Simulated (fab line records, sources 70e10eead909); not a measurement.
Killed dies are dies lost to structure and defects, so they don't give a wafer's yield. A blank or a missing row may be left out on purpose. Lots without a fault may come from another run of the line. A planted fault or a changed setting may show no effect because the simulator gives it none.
Problem report in the 8D (eight disciplines) form, filled by code | flow nand_harc | the parts of the form that need people (team, actions taken, sign-off) are left out

1. THE PROBLEM
thk_nm at NHARC_A_ONON_D1_THK_MEAS_05 reads a mean of 1544 nm on 2 wafers of 2 lots; wafers without a fault read 1001 nm with a standard deviation of 13. That is +42 standard deviations from the usual mean.
The step: measures by ellipsometry.
First seen on wafer L281.3, day 12 04:35, on film_metro-01. The record holds 39 wafers of 13 lots with a number at this step. Rule for "out", or "out of limits": more than 4 standard deviations from the usual mean. The other wafers with a number count as sound.

2. WHAT IT IS AND WHAT IT IS NOT
question                    | is                           | is not
which readings at this step | thk_nm                       | -
which lots                  | L281, L283                   | L262, L263, L265, L266, L268, L269, L270, L272, L276, L284, L285
which wafers of those lots  | L281.3, L283.3               | L281.1, L281.5, L283.1, L283.5
read on which gauges        | film_metro-01, film_metro-02 | -
when                        | from day 12 04:35            | up to then (29 sound wafers); but 8 sound wafers of L283, L284, L285 came after

3. SUSPECTS, AND WHAT RULES EACH OUT
Counting: a tool at a process step up to the reading stays a suspect if it ran every lot that is out. Sound lots after the first of them don't rule it out here, since some wafers of a struck lot are sound.
- the gauge at NHARC_A_ONON_D1_THK_MEAS_05: ruled out. The wafers that are out were read on 2 gauges (film_metro-01, film_metro-02).
- rie_diel-05 at NHARC_P_BONDPAD_ETCH_24 (etches the open film in CF4/N2, target depth 30 nm, time 72.99 s): kept. It ran every lot that is out, first L281 (day 11 03:32); its last sound lot up to then is L276 (day 9 15:23). NHARC_P_BONDPAD_ETCH_24 gives no start for some lots, so the hours and the order of its lots are those of NHARC_A_START_INSPECT_01.
- pecvd_onon-02 at NHARC_A_ONON_D1_DEP_03 (target thk 1000 nm): kept. It ran every lot that is out, first L281 (day 12 04:04).
Left after counting: rie_diel-05 at NHARC_P_BONDPAD_ETCH_24, pecvd_onon-02 at NHARC_A_ONON_D1_DEP_03.

4. THE CAUSE (what the simulator had put in)
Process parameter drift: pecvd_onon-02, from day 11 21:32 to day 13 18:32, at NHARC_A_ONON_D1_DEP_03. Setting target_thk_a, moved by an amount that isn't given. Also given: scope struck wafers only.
Counting left 2 suspects, and this tool is among them.

5. THE CHAIN OF EFFECTS, in route order
Each row: a reading whose mean over the struck wafers that have a number lies more than 3 standard deviations from the usual. Only readings for which the record gives a usual standard deviation are gone through. hours: the time from each lot's start at the first step in this table that gives one to its start at this step, as a median over the lots. sigmas: the change in usual standard deviations.
hours | step                        | reading         | usual   | on struck wafers | change | sigmas
0     | NHARC_A_ONON_D1_THK_MEAS_05 | thk_nm          | 1001 nm | 1544             | +543   | +42
289   | NHARC_END_SORT_01           | killed_at_array | 28      | 674              | +646   | +59
289   | NHARC_END_SORT_01           | killed_dies     | 32      | 677              | +645   | +59

6. WHAT WOULD HAVE CAUGHT IT SOONER
In this record the first reading out of limits at a measuring or inspecting step was taken at day 12 04:35, 7 hours after the fault began at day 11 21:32.
Of the tool readings at NHARC_A_ONON_D1_DEP_03 for which the record gives a usual standard deviation, none was out on any struck wafer, so an alarm limit of 4 standard deviations on them would not have fired.
Of the lots that are out (2), L283 began NHARC_A_ONON_D1_DEP_03 on pecvd_onon-02 after day 12 04:35. A hold on the tool at that time would have spared it.
